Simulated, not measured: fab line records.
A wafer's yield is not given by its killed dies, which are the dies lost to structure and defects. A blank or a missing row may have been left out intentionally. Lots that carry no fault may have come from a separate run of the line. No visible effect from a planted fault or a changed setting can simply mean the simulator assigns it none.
Which of the tools did it?	flow nand_harc	24 lots with 72 wafers sampled at 6 steps, on a route of 1159 steps

== WHAT EACH GAUGE READ, for each wafer ==
Not one reading of a measure or inspect step in the record can be checked against a usual standard deviation.

== WHICH TOOL RAN EACH LOT (tool, then ch and the chambers of the sampled wafers, then the start) ==
lot	NHARC_P_BONDPAD_CMP_32	NHARC_A_STAIRCASE_ETCH_170	NHARC_A_STAIRCASE_TRIM_24	NHARC_A_STAIRCASE_TRIM_187	NHARC_A_STAIRCASE_ETCH_194	NHARC_A_STAIRCASE_ETCH_201
L074	cmp-03 ch 0,1, day 5 22:09	rie_diel-13 ch 0,1, day 10 08:08 or earlier	rie_diel-11 ch 0,2,3, day 10 08:08 or earlier	rie_diel-09 ch 0,1,2, day 10 08:08	rie_diel-09 ch 1,2,3, no start	rie_diel-13 ch 0,1, no start
L075	cmp-03 ch 2,3, day 6 19:59	rie_diel-09 ch 1,2,3, day 11 15:50 or earlier	rie_diel-09 ch 1,2,3, day 11 15:50 or earlier	rie_diel-13 ch 1,3, day 11 15:50	rie_diel-13 ch 1,2, no start	rie_diel-13 ch 1,3, no start
L076	cmp-02 ch 1,2,3, day 6 21:14	rie_diel-13 ch 0,1,3, day 11 16:03 or earlier	rie_diel-13 ch 0,2,3, day 11 16:03 or earlier	rie_diel-11 ch 0,1,2, day 11 16:03	rie_diel-11 ch 0,2,3, no start	rie_diel-13 ch 1,2,3, no start
L077	cmp-02 ch 2,3, day 6 23:40	rie_diel-09 ch 0,1,2, day 11 16:10 or earlier	rie_diel-09 ch 0,1,2, day 11 16:10 or earlier	rie_diel-13 ch 0,3, day 11 16:10	rie_diel-13 ch 1,3, no start	rie_diel-11 ch 0,3, no start
L078	cmp-02 ch 1,3, day 7 05:31	rie_diel-11 ch 0,2,3, day 11 21:26 or earlier	rie_diel-11 ch 0,1,2, day 11 21:26 or earlier	rie_diel-13 ch 2,3, day 11 21:26	rie_diel-13 ch 1,2, no start	rie_diel-13 ch 1,2,3, no start
L079	cmp-02 ch 1,2, day 7 12:44	rie_diel-13 ch 0,3, day 12 00:23 or earlier	rie_diel-11 ch 2,3, day 12 00:23 or earlier	rie_diel-11 ch 0,1,2, day 12 00:23	rie_diel-11 ch 0,3, no start	rie_diel-09 ch 1,2,3, no start
L080	cmp-01 ch 0,2,3, day 8 02:40	rie_diel-13 ch 0,1,2, day 13 04:44 or earlier	rie_diel-09 ch 0,3, day 13 04:44 or earlier	rie_diel-13 ch 1,2,3, day 13 04:44	rie_diel-13 ch 0,1,3, no start	rie_diel-09 ch 0,2,3, no start
L082	cmp-01 ch 0,2, day 8 03:47	rie_diel-09 ch 0,1,3, day 12 23:08 or earlier	rie_diel-11 ch 0,1,3, day 12 23:08 or earlier	rie_diel-11 ch 1,3, day 12 23:08	rie_diel-11 ch 1,2,3, no start	rie_diel-11 ch 0,2, no start
L081	cmp-01 ch 1,2,3, day 8 05:37	rie_diel-09 ch 0,2,3, day 12 21:23 or earlier	rie_diel-11 ch 0,1,3, day 12 21:23 or earlier	rie_diel-11 ch 0,1,2, day 12 21:23	rie_diel-11 ch 0,2,3, no start	rie_diel-09 ch 0,1,2, no start
L084	cmp-03 ch 0,2,3, day 8 12:52	rie_diel-09 ch 0,2,3, day 13 08:15 or earlier	rie_diel-11 ch 0,1,2, day 13 08:15 or earlier	rie_diel-09 ch 0,2,3, day 13 08:15	rie_diel-09 ch 0,2,3, no start	rie_diel-09 ch 2,3, no start
L083	cmp-02 ch 1,2, day 8 13:46	rie_diel-11 ch 2,3, day 13 08:46 or earlier	rie_diel-09 ch 0,2,3, day 13 08:46 or earlier	rie_diel-09 ch 0,2, day 13 08:46	rie_diel-09 ch 0,2, no start	rie_diel-11 ch 0,2,3, no start
L085	cmp-02 ch 0,2,3, day 9 15:20	rie_diel-13 ch 0,1,3, day 14 04:53 or earlier	rie_diel-13 ch 0,1,2, day 14 04:53 or earlier	rie_diel-09 ch 2,3, day 14 04:53	rie_diel-09 ch 0,3, no start	rie_diel-11 ch 0,2,3, no start
L088	cmp-03 ch 0,2,3, day 9 16:29	rie_diel-09 ch 2,3, day 14 00:40 or earlier	rie_diel-09 ch 0,1,2, day 14 00:40 or earlier	rie_diel-13 ch 0,1,2, day 14 00:40	rie_diel-13 ch 0,1, no start	rie_diel-13 ch 0,1, no start
L086	cmp-02 ch 0,1,2, day 9 17:02	rie_diel-09 ch 1,2, day 14 01:07 or earlier	rie_diel-13 ch 0,1,3, day 14 01:07 or earlier	rie_diel-11 ch 0,1,3, day 14 01:07	rie_diel-11 ch 0,2,3, no start	rie_diel-09 ch 0,3, no start
L087	cmp-02 ch 2,3, day 10 05:46	rie_diel-13 ch 1,2,3, day 14 18:35 or earlier	rie_diel-09 ch 0,1, day 14 18:35 or earlier	rie_diel-13 ch 2,3, day 14 18:35	rie_diel-13 ch 0,1,3, no start	rie_diel-13 ch 0,1, no start
L090	cmp-03 ch 0,3, day 10 14:28	rie_diel-13 ch 0,3, day 15 00:07 or earlier	rie_diel-11 ch 2,3, day 15 00:07 or earlier	rie_diel-13 ch 1,3, day 15 00:07	rie_diel-13 ch 0,1,3, no start	rie_diel-11 ch 0,1,2, no start
L089	cmp-02 ch 0,3, day 10 16:20	rie_diel-13 ch 1,2, day 14 23:49 or earlier	rie_diel-09 ch 1,2,3, day 14 23:49 or earlier	rie_diel-11 ch 1,3, day 14 23:49	rie_diel-11 ch 1,2,3, no start	rie_diel-09 ch 0,2,3, no start
L091	cmp-02 ch 0,2,3, day 10 18:35	rie_diel-13 ch 0,1,2, day 15 10:20 or earlier	rie_diel-13 ch 0,2,3, day 15 10:20 or earlier	rie_diel-13 ch 0,1,2, day 15 10:20	rie_diel-13 ch 0,1,2, no start	rie_diel-09 ch 0,2,3, no start
L092	cmp-03 ch 0,2,3, day 10 19:44	rie_diel-09 ch 1,2, day 15 13:59 or earlier	rie_diel-09 ch 0,3, day 15 13:59 or earlier	rie_diel-13 ch 0,1,3, day 15 13:59	rie_diel-13 ch 0,1,3, no start	rie_diel-13 ch 0,1,3, no start
L094	cmp-02 ch 1,2,3, day 11 05:06	rie_diel-11 ch 0,1, day 15 17:57 or earlier	rie_diel-13 ch 1,2,3, day 15 17:57 or earlier	rie_diel-11 ch 1,2, day 15 17:57	rie_diel-11 ch 0,2,3, no start	rie_diel-11 ch 0,1,2, no start
L093	cmp-01 ch 0,1,2, day 11 09:41	rie_diel-11 ch 0,1,3, day 15 21:02 or earlier	rie_diel-09 ch 1,2, day 15 21:02 or earlier	rie_diel-09 ch 1,2, day 15 21:02	rie_diel-09 ch 1,3, no start	rie_diel-09 ch 1,2,3, no start
L095	cmp-02 ch 0,2,3, day 11 14:46	rie_diel-13 ch 0,1,3, day 16 07:23 or earlier	rie_diel-11 ch 0,3, day 16 07:23 or earlier	rie_diel-13 ch 0,2, day 16 07:23	rie_diel-13 ch 2,3, no start	rie_diel-09 ch 0,2, no start
L096	cmp-02 ch 0,1,2, day 11 16:47	rie_diel-11 ch 0,2,3, day 16 07:41 or earlier	rie_diel-13 ch 0,1, day 16 07:41 or earlier	rie_diel-13 ch 0,3, day 16 07:41	rie_diel-13 ch 0,3, no start	rie_diel-09 ch 0,1, no start
L097	cmp-02 ch 2,3, day 12 10:17	rie_diel-09 ch 0,3, day 16 19:08 or earlier	rie_diel-13 ch 0,1,3, day 16 19:08 or earlier	rie_diel-09 ch 0,1,3, day 16 19:08	rie_diel-09 ch 0,1,2, no start	rie_diel-09 ch 2,3, no start
- NHARC_P_BONDPAD_CMP_32: polishes SiCN, target thk 200 nm.
- NHARC_A_STAIRCASE_ETCH_170: etches the open film in C4F6/O2, target depth 200 nm, time 66.667 s.
- NHARC_A_STAIRCASE_TRIM_24: chemistry O2, time 211.2 s.
- NHARC_A_STAIRCASE_TRIM_187: chemistry O2, time 211.2 s.
- NHARC_A_STAIRCASE_ETCH_194: etches the open film in C4F8/O2, target depth 100 nm, time 40.5 s.
- NHARC_A_STAIRCASE_ETCH_201: etches the open film in C4F8/O2, target depth 100 nm, time 40.5 s.

== AS READ BY THE TOOLS THEMSELVES (means over the sampled wafers that have a number; for cases with no such wafer, the mark the record gives instead) ==
NHARC_P_BONDPAD_CMP_32.
lot	tool	motor_current_A (A)	retaining_ring_pressure_frac
L074	cmp-03	12.4	0.997
L075	cmp-03	13.0	1.004
L076	cmp-02	11.0	0.999
L077	cmp-02	11.5	1.006
L078	cmp-02	11.4	0.999
L079	cmp-02	10.4	0.998
L080	cmp-01	11.9	0.997
L082	cmp-01	12.2	1.002
L081	cmp-01	12.6	0.996
L084	cmp-03	12.7	1.003
L083	cmp-02	10.3	1.002
L085	cmp-02	12.2	1.002
L088	cmp-03	12.8	1.000
L086	cmp-02	11.4	1.003
L087	cmp-02	10.7	0.999
L090	cmp-03	12.0	0.998
L089	cmp-02	13.3	0.997
L091	cmp-02	11.8	0.999
L092	cmp-03	13.1	1.001
L094	cmp-02	11.1	0.998
L093	cmp-01	12.5	0.998
L095	cmp-02	12.1	0.999
L096	cmp-02	11.4	0.995
L097	cmp-02	11.4	1.001

NHARC_A_STAIRCASE_ETCH_170.
lot	tool	drypump_motor_current_A (A)	oes_product_au (a.u.)	rf_vpp_V (V)	showerhead_plenum_p_Torr (Torr)	throttle_valve_pct (%)
L074	rie_diel-13	5.4	0.962	546	3.90	26.909
L075	rie_diel-09	5.3	0.978	545	3.85	26.908
L076	rie_diel-13	5.8	0.970	544	3.83	26.903
L077	rie_diel-09	5.2	0.939	544	3.78	26.908
L078	rie_diel-11	5.7	0.994	545	3.81	26.908
L079	rie_diel-13	5.9	0.956	546	3.88	26.891
L080	rie_diel-13	5.5	0.978	545	3.85	26.903
L082	rie_diel-09	5.2	0.972	548	3.97	26.901
L081	rie_diel-09	5.1	0.977	545	3.88	26.895
L084	rie_diel-09	5.1	0.983	546	3.88	26.902
L083	rie_diel-11	5.8	0.973	546	3.85	26.906
L085	rie_diel-13	5.8	0.967	549	4.01	26.906
L088	rie_diel-09	5.3	0.986	547	3.94	26.905
L086	rie_diel-09	5.3	0.971	550	4.04	26.908
L087	rie_diel-13	5.9	0.978	547	3.92	26.897
L090	rie_diel-13	6.2	0.976	552	4.14	26.910
L089	rie_diel-13	5.5	0.984	544	3.79	26.907
L091	rie_diel-13	5.5	0.986	545	3.84	26.910
L092	rie_diel-09	5.4	0.964	550	4.12	26.900
L094	rie_diel-11	5.6	0.952	546	3.86	26.901
L093	rie_diel-11	5.7	0.986	544	3.82	26.907
L095	rie_diel-13	5.8	0.958	549	4.00	26.901
L096	rie_diel-11	5.7	0.991	544	3.78	26.896
L097	rie_diel-09	5.0	0.952	543	3.79	26.904

NHARC_A_STAIRCASE_TRIM_24.
lot	tool	drypump_motor_current_A (A)	oes_product_au (a.u.)	rf_vpp_V (V)	showerhead_plenum_p_Torr (Torr)	throttle_valve_pct (%)
L074	rie_diel-11	5.7	1.000	57.3	3.43	17.045
L075	rie_diel-09	5.3	0.993	57.7	3.46	17.043
L076	rie_diel-13	5.9	0.993	57.0	3.41	17.042
L077	rie_diel-09	5.2	1.000	57.2	3.40	17.034
L078	rie_diel-11	5.7	1.018	56.8	3.46	17.037
L079	rie_diel-11	5.8	1.008	57.7	3.46	17.043
L080	rie_diel-09	5.0	1.001	57.8	3.42	17.040
L082	rie_diel-11	5.6	1.000	57.4	3.45	17.041
L081	rie_diel-11	5.6	1.011	57.5	3.45	17.038
L084	rie_diel-11	5.7	1.019	57.2	3.45	17.034
L083	rie_diel-09	5.1	0.996	58.3	3.49	17.031
L085	rie_diel-13	5.5	1.003	58.1	3.45	17.033
L088	rie_diel-09	5.2	0.993	57.6	3.57	17.044
L086	rie_diel-13	5.8	1.002	58.3	3.61	17.035
L087	rie_diel-09	5.2	1.000	58.1	3.65	17.026
L090	rie_diel-11	5.8	1.001	57.8	3.44	17.040
L089	rie_diel-09	5.3	0.997	58.8	3.63	17.033
L091	rie_diel-13	5.9	1.008	57.6	3.57	17.033
L092	rie_diel-09	4.9	1.000	58.2	3.41	17.034
L094	rie_diel-13	5.9	1.011	57.5	3.52	17.035
L093	rie_diel-09	5.3	0.996	57.7	3.63	17.029
L095	rie_diel-11	5.7	1.011	57.9	3.40	17.043
L096	rie_diel-13	5.4	1.009	57.4	3.48	17.039
L097	rie_diel-13	5.8	1.002	58.6	3.60	17.028

NHARC_A_STAIRCASE_TRIM_187.
lot	tool	drypump_motor_current_A (A)	oes_product_au (a.u.)	rf_vpp_V (V)	showerhead_plenum_p_Torr (Torr)	throttle_valve_pct (%)
L074	rie_diel-09	5.2	0.998	57.9	3.41	17.040
L075	rie_diel-13	6.2	0.998	56.7	3.34	17.041
L076	rie_diel-11	5.7	1.009	57.6	3.46	17.029
L077	rie_diel-13	5.8	1.002	57.9	3.49	17.039
L078	rie_diel-13	6.3	0.996	56.4	3.29	17.035
L079	rie_diel-11	5.7	1.002	57.5	3.45	17.031
L080	rie_diel-13	5.8	0.998	57.9	3.53	17.034
L082	rie_diel-11	5.7	1.004	58.0	3.53	17.034
L081	rie_diel-11	5.7	1.014	57.2	3.45	17.041
L084	rie_diel-09	5.1	1.000	57.3	3.49	17.042
L083	rie_diel-09	5.0	0.996	56.6	3.42	17.024
L085	rie_diel-09	5.3	1.011	58.6	3.54	17.034
L088	rie_diel-13	5.5	1.007	57.7	3.45	17.043
L086	rie_diel-11	5.7	1.011	57.6	3.44	17.046
L087	rie_diel-13	6.0	1.012	57.4	3.48	17.042
L090	rie_diel-13	5.8	1.001	57.6	3.56	17.029
L089	rie_diel-11	5.7	1.000	58.4	3.52	17.039
L091	rie_diel-13	5.5	1.007	57.3	3.45	17.036
L092	rie_diel-13	5.8	1.000	58.9	3.61	17.037
L094	rie_diel-11	5.7	1.010	57.1	3.48	17.033
L093	rie_diel-09	5.4	0.988	58.0	3.71	17.040
L095	rie_diel-13	5.6	1.007	57.8	3.41	17.047
L096	rie_diel-13	6.2	0.995	58.1	3.72	17.043
L097	rie_diel-09	5.2	1.004	58.2	3.55	17.035

NHARC_A_STAIRCASE_ETCH_194.
lot	tool	oes_product_au (a.u.)	rf_vpp_V (V)
L074	rie_diel-09	0.933	894
L075	rie_diel-13	0.926	892
L076	rie_diel-11	0.949	892
L077	rie_diel-13	0.932	889
L078	rie_diel-13	0.921	891
L079	rie_diel-11	0.966	891
L080	rie_diel-13	0.929	900
L082	rie_diel-11	0.946	895
L081	rie_diel-11	0.946	892
L084	rie_diel-09	0.936	895
L083	rie_diel-09	0.934	892
L085	rie_diel-09	0.941	894
L088	rie_diel-13	0.939	895
L086	rie_diel-11	0.947	892
L087	rie_diel-13	0.953	898
L090	rie_diel-13	0.948	900
L089	rie_diel-11	0.953	894
L091	rie_diel-13	0.944	893
L092	rie_diel-13	0.949	898
L094	rie_diel-11	0.947	891
L093	rie_diel-09	0.935	902
L095	rie_diel-13	0.945	900
L096	rie_diel-13	0.951	903
L097	rie_diel-09	0.936	897

NHARC_A_STAIRCASE_ETCH_201.
lot	tool	oes_product_au (a.u.)	rf_vpp_V (V)
L074	rie_diel-13	0.937	896
L075	rie_diel-13	0.929	891
L076	rie_diel-13	0.933	890
L077	rie_diel-11	0.948	891
L078	rie_diel-13	0.931	890
L079	rie_diel-09	0.951	900
L080	rie_diel-09	0.930	894
L082	rie_diel-11	0.944	891
L081	rie_diel-09	0.944	898
L084	rie_diel-09	0.945	897
L083	rie_diel-11	0.946	891
L085	rie_diel-11	0.945	891
L088	rie_diel-13	0.945	896
L086	rie_diel-09	0.929	892
L087	rie_diel-13	0.943	896
L090	rie_diel-11	0.958	893
L089	rie_diel-09	0.942	894
L091	rie_diel-09	0.956	894
L092	rie_diel-13	0.937	900
L094	rie_diel-11	0.959	893
L093	rie_diel-09	0.942	899
L095	rie_diel-09	0.937	892
L096	rie_diel-09	0.924	894
L097	rie_diel-09	0.948	896

== THE ANSWER, worked out from the rows above alone ==
Rule: the lots themselves supply what counts as usual. The widest of any qualifying gaps counts: lots, ordered by their means at a reading, are off when they make up no more than a third of the lots, leave a main group of 4 or more, and stand apart from it by 3 or more times the standard deviation of that group's means. The tables above print the reading to a certain number of digits; a main group whose means all agree to those digits is not used. A lot without any number at a reading at which 4 lots or more have one is off too. Any other lot the step has rows for is counted as sound. Order of review: gauges by route order, followed by the tools' own readings, for which a lot's mean as printed above is used. The first step at which some lot is off is used, and at that step the reading that is off furthest; a lot without a number counts as furthest.
Nothing can be told from this: no lot is off at any reading shown.

== WHAT HAD BEEN PUT IN BY THE SIMULATOR ==
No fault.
